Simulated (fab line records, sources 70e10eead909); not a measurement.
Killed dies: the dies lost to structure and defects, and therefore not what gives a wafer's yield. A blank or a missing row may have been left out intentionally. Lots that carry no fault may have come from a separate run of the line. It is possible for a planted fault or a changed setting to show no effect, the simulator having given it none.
Which of the tools did it? / flow nand harc / 11 lots, 31 wafers sampled, at 5 steps of a route of 1159

## WHAT THE GAUGES SHOWED, per wafer
NHARC_END_SORT_01.
lot=L423; measured=day 22 01:08; on=prober-01; killed at array=16; killed at other=1; killed at periphery=1; killed dies=18; killed open=3; killed short=2
lot=L426; measured=day 22 16:44; on=prober-01; killed at array=52; killed at other=1; killed at periphery=3; killed dies=56; killed open=4; killed short=3

## EACH LOT AND THE TOOL THAT RAN IT (in order: tool; ch and the chambers of the sampled wafers; start)
lot=L416; NHARC_A_CHANNEL_HOLE_D1_ETCH_38=rie diel-04 ch 0,1,3, day 8 20:40; NHARC_A_CHANNEL_HOLE_D1_ETCH_34=rie diel-04 ch 0,3, day 8 21:04; NHARC_A_CHANNEL_HOLE_D1_ETCH_33=har etch-02 ch 0,1, day 9 01:58; NHARC_A_CHANNEL_HOLE_D1_ETCH_44=rie diel-01 ch 1,2,3, day 9 02:43
lot=L418; NHARC_A_CHANNEL_HOLE_D1_ETCH_38=rie diel-04 ch 0,2,3, day 9 12:20; NHARC_A_CHANNEL_HOLE_D1_ETCH_34=rie diel-04 ch 0,2,3, day 9 12:42; NHARC_A_CHANNEL_HOLE_D1_ETCH_33=har etch-02 ch 0,1, day 9 17:27; NHARC_A_CHANNEL_HOLE_D1_ETCH_44=rie diel-03 ch 0,1,3, day 9 18:10
lot=L419; NHARC_A_CHANNEL_HOLE_D1_ETCH_38=rie diel-03 ch 0,1,3, day 9 12:34; NHARC_A_CHANNEL_HOLE_D1_ETCH_34=rie diel-03 ch 0,3, day 9 12:53; NHARC_A_CHANNEL_HOLE_D1_ETCH_33=har etch-01 ch 0,1, day 9 17:36; NHARC_A_CHANNEL_HOLE_D1_ETCH_44=rie diel-01 ch 2,3, day 9 18:22
lot=L422; NHARC_A_CHANNEL_HOLE_D1_ETCH_38=rie diel-04 ch 0,1, day 10 08:11; NHARC_A_CHANNEL_HOLE_D1_ETCH_34=rie diel-04 ch 0,1,2, day 10 08:33; NHARC_A_CHANNEL_HOLE_D1_ETCH_33=har etch-02 ch 0,1, day 10 13:22; NHARC_A_CHANNEL_HOLE_D1_ETCH_44=rie diel-01 ch 0,1,3, day 10 14:05
lot=L423; NHARC_A_CHANNEL_HOLE_D1_ETCH_38=rie diel-04 ch 2,3, day 10 21:48; NHARC_A_CHANNEL_HOLE_D1_ETCH_34=rie diel-04 ch 0,2,3, day 10 22:08; NHARC_A_CHANNEL_HOLE_D1_ETCH_33=har etch-02 ch 0,1, day 11 02:55; NHARC_A_CHANNEL_HOLE_D1_ETCH_44=rie diel-04 ch 1,3, day 11 03:40
lot=L424; NHARC_A_CHANNEL_HOLE_D1_ETCH_38=rie diel-03 ch 0,3, day 10 23:04; NHARC_A_CHANNEL_HOLE_D1_ETCH_34=rie diel-03 ch 1,2,3, day 10 23:25; NHARC_A_CHANNEL_HOLE_D1_ETCH_33=har etch-01 ch 0,1, day 11 04:07; NHARC_A_CHANNEL_HOLE_D1_ETCH_44=rie diel-03 ch 2,3, day 11 04:52
lot=L426; NHARC_A_CHANNEL_HOLE_D1_ETCH_38=rie diel-04 ch 1, day 11 11:23; NHARC_A_CHANNEL_HOLE_D1_ETCH_34=rie diel-04 ch 0,2, day 11 11:45; NHARC_A_CHANNEL_HOLE_D1_ETCH_33=har etch-01 ch 0, day 11 16:29; NHARC_A_CHANNEL_HOLE_D1_ETCH_44=rie diel-01 ch 3, day 11 17:13
lot=L431; NHARC_A_CHANNEL_HOLE_D1_ETCH_38=rie diel-04 ch 0,2, day 12 14:24; NHARC_A_CHANNEL_HOLE_D1_ETCH_34=rie diel-04 ch 2,3, day 12 14:44; NHARC_A_CHANNEL_HOLE_D1_ETCH_33=har etch-02 ch 0,1, day 12 20:56; NHARC_A_CHANNEL_HOLE_D1_ETCH_44=rie diel-01 ch 2,3, day 12 21:40
lot=L433; NHARC_A_CHANNEL_HOLE_D1_ETCH_38=rie diel-03 ch 2,3, day 13 04:57; NHARC_A_CHANNEL_HOLE_D1_ETCH_34=rie diel-03 ch 0,1,2, day 13 05:19; NHARC_A_CHANNEL_HOLE_D1_ETCH_33=har etch-01 ch 0,1, day 13 10:07; NHARC_A_CHANNEL_HOLE_D1_ETCH_44=rie diel-04 ch 0,1, day 13 10:47
lot=L434; NHARC_A_CHANNEL_HOLE_D1_ETCH_38=rie diel-03 ch 1,2,3, day 13 12:17; NHARC_A_CHANNEL_HOLE_D1_ETCH_34=rie diel-03 ch 0,1,2, day 13 12:37; NHARC_A_CHANNEL_HOLE_D1_ETCH_33=har etch-02 ch 0,1, day 13 17:20; NHARC_A_CHANNEL_HOLE_D1_ETCH_44=rie diel-03 ch 0,1,3, day 13 18:05
lot=L435; NHARC_A_CHANNEL_HOLE_D1_ETCH_38=rie diel-03 ch 0,1,3, day 13 14:06; NHARC_A_CHANNEL_HOLE_D1_ETCH_34=rie diel-03 ch 0,1,3, day 13 14:26; NHARC_A_CHANNEL_HOLE_D1_ETCH_33=har etch-02 ch 0,1, day 13 21:28; NHARC_A_CHANNEL_HOLE_D1_ETCH_44=rie diel-03 ch 0,2,3, day 13 22:12
- NHARC_A_CHANNEL_HOLE_D1_ETCH_38: etches the open film in CF4, target depth 39 nm, time 65 s.
- NHARC_A_CHANNEL_HOLE_D1_ETCH_34: etches the open film in CF4/CHF3, target depth 154 nm, time 77 s.
- NHARC_A_CHANNEL_HOLE_D1_ETCH_33: etches the open film in C4F8/O2/Ar, time 90 s, target depth 400 nm.
- NHARC_A_CHANNEL_HOLE_D1_ETCH_44: etches the open film in CF4/O2, target depth 140 nm, overetch 14 nm, time 77 s.

## AS READ BY THE TOOLS THEMSELVES (means over the sampled wafers that have a number; for cases with no such wafer, the mark the record gives instead)
NHARC_A_CHANNEL_HOLE_D1_ETCH_38.
lot=L416; tool=rie diel-04; drypump motor current A (A)=5.6; oes product au (a.u.)=0.990; rf vpp V (V)=151.2; run length s (s)=86.3; showerhead plenum p Torr (Torr)=1.74; throttle valve pct (%)=13.289
lot=L418; tool=rie diel-04; drypump motor current A (A)=5.9; oes product au (a.u.)=0.995; rf vpp V (V)=150.6; run length s (s)=86.4; showerhead plenum p Torr (Torr)=1.73; throttle valve pct (%)=13.290
lot=L419; tool=rie diel-03; drypump motor current A (A)=5.7; oes product au (a.u.)=1.001; rf vpp V (V)=149.7; run length s (s)=86.6; showerhead plenum p Torr (Torr)=1.71; throttle valve pct (%)=13.286
lot=L422; tool=rie diel-04; drypump motor current A (A)=5.3; oes product au (a.u.)=0.988; rf vpp V (V)=150.4; run length s (s)=86.2; showerhead plenum p Torr (Torr)=1.76; throttle valve pct (%)=13.283
lot=L423; tool=rie diel-04; drypump motor current A (A)=6.3; oes product au (a.u.)=0.991; rf vpp V (V)=151.2; run length s (s)=86.3; showerhead plenum p Torr (Torr)=1.68; throttle valve pct (%)=13.292
lot=L424; tool=rie diel-03; drypump motor current A (A)=5.8; oes product au (a.u.)=1.010; rf vpp V (V)=149.7; run length s (s)=86.7; showerhead plenum p Torr (Torr)=1.72; throttle valve pct (%)=13.296
lot=L426; tool=rie diel-04; drypump motor current A (A)=5.4; oes product au (a.u.)=0.980; rf vpp V (V)=151.9; run length s (s)=86.5; showerhead plenum p Torr (Torr)=1.72; throttle valve pct (%)=13.274
lot=L431; tool=rie diel-04; drypump motor current A (A)=5.7; oes product au (a.u.)=0.990; rf vpp V (V)=151.1; run length s (s)=85.8; showerhead plenum p Torr (Torr)=1.76; throttle valve pct (%)=13.284
lot=L433; tool=rie diel-03; drypump motor current A (A)=6.0; oes product au (a.u.)=0.998; rf vpp V (V)=149.6; run length s (s)=87.0; showerhead plenum p Torr (Torr)=1.70; throttle valve pct (%)=13.281
lot=L434; tool=rie diel-03; drypump motor current A (A)=5.8; oes product au (a.u.)=1.010; rf vpp V (V)=150.3; run length s (s)=86.5; showerhead plenum p Torr (Torr)=1.69; throttle valve pct (%)=13.279
lot=L435; tool=rie diel-03; drypump motor current A (A)=5.7; oes product au (a.u.)=1.003; rf vpp V (V)=150.2; run length s (s)=86.4; showerhead plenum p Torr (Torr)=1.71; throttle valve pct (%)=13.279

NHARC_A_CHANNEL_HOLE_D1_ETCH_34.
lot=L416; tool=rie diel-04; drypump motor current A (A)=6.0; oes product au (a.u.)=0.917; rf vpp V (V)=368.8; run length s (s)=98.5; showerhead plenum p Torr (Torr)=1.54; throttle valve pct (%)=16.791
lot=L418; tool=rie diel-04; drypump motor current A (A)=6.0; oes product au (a.u.)=0.923; rf vpp V (V)=369.3; run length s (s)=98.3; showerhead plenum p Torr (Torr)=1.54; throttle valve pct (%)=16.800
lot=L419; tool=rie diel-03; drypump motor current A (A)=5.8; oes product au (a.u.)=0.930; rf vpp V (V)=368.5; run length s (s)=98.6; showerhead plenum p Torr (Torr)=1.53; throttle valve pct (%)=16.802
lot=L422; tool=rie diel-04; drypump motor current A (A)=5.6; oes product au (a.u.)=0.954; rf vpp V (V)=371.1; run length s (s)=98.1; showerhead plenum p Torr (Torr)=1.55; throttle valve pct (%)=16.813
lot=L423; tool=rie diel-04; drypump motor current A (A)=5.9; oes product au (a.u.)=0.933; rf vpp V (V)=369.0; run length s (s)=96.5; showerhead plenum p Torr (Torr)=1.54; throttle valve pct (%)=16.808
lot=L424; tool=rie diel-03; drypump motor current A (A)=5.8; oes product au (a.u.)=0.968; rf vpp V (V)=367.9; run length s (s)=98.7; showerhead plenum p Torr (Torr)=1.50; throttle valve pct (%)=16.807
lot=L426; tool=rie diel-04; drypump motor current A (A)=5.7; oes product au (a.u.)=0.943; rf vpp V (V)=370.4; run length s (s)=94.9; showerhead plenum p Torr (Torr)=1.56; throttle valve pct (%)=16.812
lot=L431; tool=rie diel-04; drypump motor current A (A)=6.3; oes product au (a.u.)=0.932; rf vpp V (V)=367.8; run length s (s)=95.5; showerhead plenum p Torr (Torr)=1.50; throttle valve pct (%)=16.791
lot=L433; tool=rie diel-03; drypump motor current A (A)=5.8; oes product au (a.u.)=0.928; rf vpp V (V)=368.0; run length s (s)=98.4; showerhead plenum p Torr (Torr)=1.49; throttle valve pct (%)=16.816
lot=L434; tool=rie diel-03; drypump motor current A (A)=5.7; oes product au (a.u.)=0.925; rf vpp V (V)=367.4; run length s (s)=98.3; showerhead plenum p Torr (Torr)=1.49; throttle valve pct (%)=16.801
lot=L435; tool=rie diel-03; drypump motor current A (A)=5.7; oes product au (a.u.)=0.927; rf vpp V (V)=368.6; run length s (s)=98.6; showerhead plenum p Torr (Torr)=1.52; throttle valve pct (%)=16.804

NHARC_A_CHANNEL_HOLE_D1_ETCH_33.
lot=L416; tool=har etch-02; drypump motor current A (A)=6.3; run length s (s)=121.16; showerhead plenum p Torr (Torr)=3.68; throttle valve pct (%)=27.618
lot=L418; tool=har etch-02; drypump motor current A (A)=6.3; run length s (s)=121.12; showerhead plenum p Torr (Torr)=3.67; throttle valve pct (%)=27.613
lot=L419; tool=har etch-01; drypump motor current A (A)=5.4; run length s (s)=121.20; showerhead plenum p Torr (Torr)=3.65; throttle valve pct (%)=27.619
lot=L422; tool=har etch-02; drypump motor current A (A)=6.3; run length s (s)=121.13; showerhead plenum p Torr (Torr)=3.67; throttle valve pct (%)=27.617
lot=L423; tool=har etch-02; drypump motor current A (A)=5.9; run length s (s)=121.11; showerhead plenum p Torr (Torr)=3.76; throttle valve pct (%)=27.620
lot=L424; tool=har etch-01; drypump motor current A (A)=5.4; run length s (s)=120.92; showerhead plenum p Torr (Torr)=3.65; throttle valve pct (%)=27.619
lot=L426; tool=har etch-01; drypump motor current A (A)=6.0; run length s (s)=121.66; showerhead plenum p Torr (Torr)=3.61; throttle valve pct (%)=27.614
lot=L431; tool=har etch-02; drypump motor current A (A)=6.1; run length s (s)=121.13; showerhead plenum p Torr (Torr)=3.70; throttle valve pct (%)=27.619
lot=L433; tool=har etch-01; drypump motor current A (A)=5.4; run length s (s)=121.14; showerhead plenum p Torr (Torr)=3.63; throttle valve pct (%)=27.619
lot=L434; tool=har etch-02; drypump motor current A (A)=6.3; run length s (s)=121.24; showerhead plenum p Torr (Torr)=3.65; throttle valve pct (%)=27.624
lot=L435; tool=har etch-02; drypump motor current A (A)=5.9; run length s (s)=121.07; showerhead plenum p Torr (Torr)=3.74; throttle valve pct (%)=27.618

NHARC_A_CHANNEL_HOLE_D1_ETCH_44.
lot=L416; tool=rie diel-01; drypump motor current A (A)=5.7; oes_f_703_au (a.u.)=1.005; oes product au (a.u.)=1.000; rf vpp V (V)=197.5; run length s (s)=98.5; showerhead plenum p Torr (Torr)=1.33; throttle valve pct (%)=13.402
lot=L418; tool=rie diel-03; drypump motor current A (A)=5.6; oes_f_703_au (a.u.)=1.004; oes product au (a.u.)=1.000; rf vpp V (V)=196.3; run length s (s)=98.5; showerhead plenum p Torr (Torr)=1.29; throttle valve pct (%)=13.403
lot=L419; tool=rie diel-01; drypump motor current A (A)=5.8; oes_f_703_au (a.u.)=0.999; oes product au (a.u.)=1.012; rf vpp V (V)=198.8; run length s (s)=98.6; showerhead plenum p Torr (Torr)=1.36; throttle valve pct (%)=13.401
lot=L422; tool=rie diel-01; drypump motor current A (A)=6.1; oes_f_703_au (a.u.)=1.001; oes product au (a.u.)=1.004; rf vpp V (V)=197.8; run length s (s)=98.3; showerhead plenum p Torr (Torr)=1.32; throttle valve pct (%)=13.404
lot=L423; tool=rie diel-04; drypump motor current A (A)=5.7; oes_f_703_au (a.u.)=0.997; oes product au (a.u.)=0.981; rf vpp V (V)=196.5; run length s (s)=98.5; showerhead plenum p Torr (Torr)=1.29; throttle valve pct (%)=13.401
lot=L424; tool=rie diel-03; drypump motor current A (A)=6.1; oes_f_703_au (a.u.)=1.005; oes product au (a.u.)=1.002; rf vpp V (V)=195.9; run length s (s)=98.8; showerhead plenum p Torr (Torr)=1.26; throttle valve pct (%)=13.400
lot=L426; tool=rie diel-01; drypump motor current A (A)=6.7; oes_f_703_au (a.u.)=1.000; oes product au (a.u.)=1.006; rf vpp V (V)=196.2; run length s (s)=98.2; showerhead plenum p Torr (Torr)=1.25; throttle valve pct (%)=13.395
lot=L431; tool=rie diel-01; drypump motor current A (A)=5.9; oes_f_703_au (a.u.)=0.994; oes product au (a.u.)=1.003; rf vpp V (V)=196.4; run length s (s)=98.5; showerhead plenum p Torr (Torr)=1.33; throttle valve pct (%)=13.397
lot=L433; tool=rie diel-04; drypump motor current A (A)=5.2; oes_f_703_au (a.u.)=1.003; oes product au (a.u.)=1.002; rf vpp V (V)=198.3; run length s (s)=98.3; showerhead plenum p Torr (Torr)=1.35; throttle valve pct (%)=13.396
lot=L434; tool=rie diel-03; drypump motor current A (A)=5.7; oes_f_703_au (a.u.)=0.996; oes product au (a.u.)=1.000; rf vpp V (V)=197.0; run length s (s)=98.6; showerhead plenum p Torr (Torr)=1.28; throttle valve pct (%)=13.397
lot=L435; tool=rie diel-03; drypump motor current A (A)=5.9; oes_f_703_au (a.u.)=0.999; oes product au (a.u.)=0.993; rf vpp V (V)=196.5; run length s (s)=98.7; showerhead plenum p Torr (Torr)=1.28; throttle valve pct (%)=13.399

## THE ANSWER, worked out from the rows above alone
Rule: the lots themselves supply what counts as usual. The widest of any qualifying gaps counts: lots, ordered by their means at a reading, are off when they make up no more than a third of the lots, leave a main group of 4 or more, and stand apart from it by 3 or more times the standard deviation of that group's means. A main group whose means are all the same, to the digits that the tables above print for the reading, isn't used. A lot without any number at a reading at which 4 lots or more have one is off too. Any other lot the step has rows for is counted as sound. First the gauges in route order, then the tools' own readings, where a lot's mean is used as printed above. The first step at which some lot is off is used, and at that step the reading that is off furthest; a lot without a number counts as furthest.
Off at NHARC_A_CHANNEL_HOLE_D1_ETCH_34 (run length s): L423, L426, L431. Main group: mean 98.4 s, sd 0.19.
If a tool, at that step or one of the process steps before it, ran each lot that is off and ran no sound lot following the first of them, it fits. One fits: NHARC_A_CHANNEL_HOLE_D1_ETCH_38 and NHARC_A_CHANNEL_HOLE_D1_ETCH_34 on rie diel-04. At NHARC_A_CHANNEL_HOLE_D1_ETCH_38 its last sound lot is L422 (day 10 08:11), its first lot that is off L423 (day 10 21:48): a fault that began between those two fits.

## WHAT WAS PUT IN BY THE SIMULATOR
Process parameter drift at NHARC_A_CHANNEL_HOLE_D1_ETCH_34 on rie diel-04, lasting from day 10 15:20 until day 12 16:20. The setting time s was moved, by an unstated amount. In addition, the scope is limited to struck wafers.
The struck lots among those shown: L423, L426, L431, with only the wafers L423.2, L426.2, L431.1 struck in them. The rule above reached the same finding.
